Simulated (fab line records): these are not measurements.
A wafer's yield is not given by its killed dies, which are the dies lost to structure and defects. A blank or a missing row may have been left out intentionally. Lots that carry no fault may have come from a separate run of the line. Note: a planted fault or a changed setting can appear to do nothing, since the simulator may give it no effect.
Matching of chambers / flow nand-harc / 3 sister chambers for NHARC_P_M1_PRE_CLEAN_32 on pecvd-03
The step time 12 s. 20 wafers are shown with their chamber, then 10 later ones without.

## WAFERS, EACH WITH ITS CHAMBER
wafer=L075.1; chamber=2; heater-power-w (W)=598
wafer=L075.2; chamber=1; heater-power-w (W)=643
wafer=L075.5; chamber=0; heater-power-w (W)=497
wafer=L076.2; chamber=1; heater-power-w (W)=626
wafer=L076.3; chamber=2; heater-power-w (W)=564
wafer=L076.5; chamber=2; heater-power-w (W)=573
wafer=L076.1; chamber=0; heater-power-w (W)=584
wafer=L076.4; chamber=1; heater-power-w (W)=618
wafer=L076.6; chamber=0; heater-power-w (W)=579
wafer=L077.3; chamber=1; heater-power-w (W)=727
wafer=L077.4; chamber=0; heater-power-w (W)=515
wafer=L077.5; chamber=1; heater-power-w (W)=715
wafer=L084.1; chamber=1; heater-power-w (W)=557
wafer=L084.3; chamber=0; heater-power-w (W)=596
wafer=L084.6; chamber=0; heater-power-w (W)=590
wafer=L085.1; chamber=0; heater-power-w (W)=636
wafer=L085.3; chamber=1; heater-power-w (W)=586
wafer=L085.6; chamber=0; heater-power-w (W)=637
wafer=L088.2; chamber=1; heater-power-w (W)=641
wafer=L088.3; chamber=0; heater-power-w (W)=626

SIGNATURES, as means of the wafers listed above
reading=heater-power-w; chamber 0=584.44; chamber 1=639.12; chamber 2=578.33; scatter within a chamber=50.9
Rule: a wafer lies at a distance from a chamber equal to the root of the sum of squares, over the readings, of (its reading less the chamber's mean, divided by the reading's scatter). If the next closest chamber is less than 2 further off than the closest, the wafer can't be placed; otherwise it belongs to the closest. The scatter: take each reading less its chamber's mean, square it, sum over the shown wafers, divide by the number of wafers less the number of chambers, and take the root.

## WAFERS WITHOUT THEIR CHAMBER
wafer=L088.5; heater-power-w (W)=654
wafer=L091.1; heater-power-w (W)=577
wafer=L091.3; heater-power-w (W)=645
wafer=L091.5; heater-power-w (W)=570
wafer=L094.1; heater-power-w (W)=677
wafer=L094.5; heater-power-w (W)=669
wafer=L094.6; heater-power-w (W)=679
wafer=L094.2; heater-power-w (W)=685
wafer=L094.3; heater-power-w (W)=695
wafer=L094.4; heater-power-w (W)=674

## WHICH CHAMBER EACH ONE RAN IN
wafer=L088.5; from the rows above=can't be placed: 1 or 0 or 2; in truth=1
wafer=L091.1; from the rows above=can't be placed: 2 or 0 or 1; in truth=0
wafer=L091.3; from the rows above=can't be placed: 1 or 0 or 2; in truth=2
wafer=L091.5; from the rows above=can't be placed: 2 or 0 or 1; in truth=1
wafer=L094.1; from the rows above=can't be placed: 1 or 0 or 2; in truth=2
wafer=L094.5; from the rows above=can't be placed: 1 or 0 or 2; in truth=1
wafer=L094.6; from the rows above=can't be placed: 1 or 0 or 2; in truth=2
wafer=L094.2; from the rows above=can't be placed: 1 or 0 or 2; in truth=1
wafer=L094.3; from the rows above=can't be placed: 1 or 0 or 2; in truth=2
wafer=L094.4; from the rows above=can't be placed: 1 or 0 or 2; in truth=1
Placed correctly: 0 of 10. Not placeable from these rows: 10 (in 10, the candidates include the true chamber). Wrongly placed: 0.
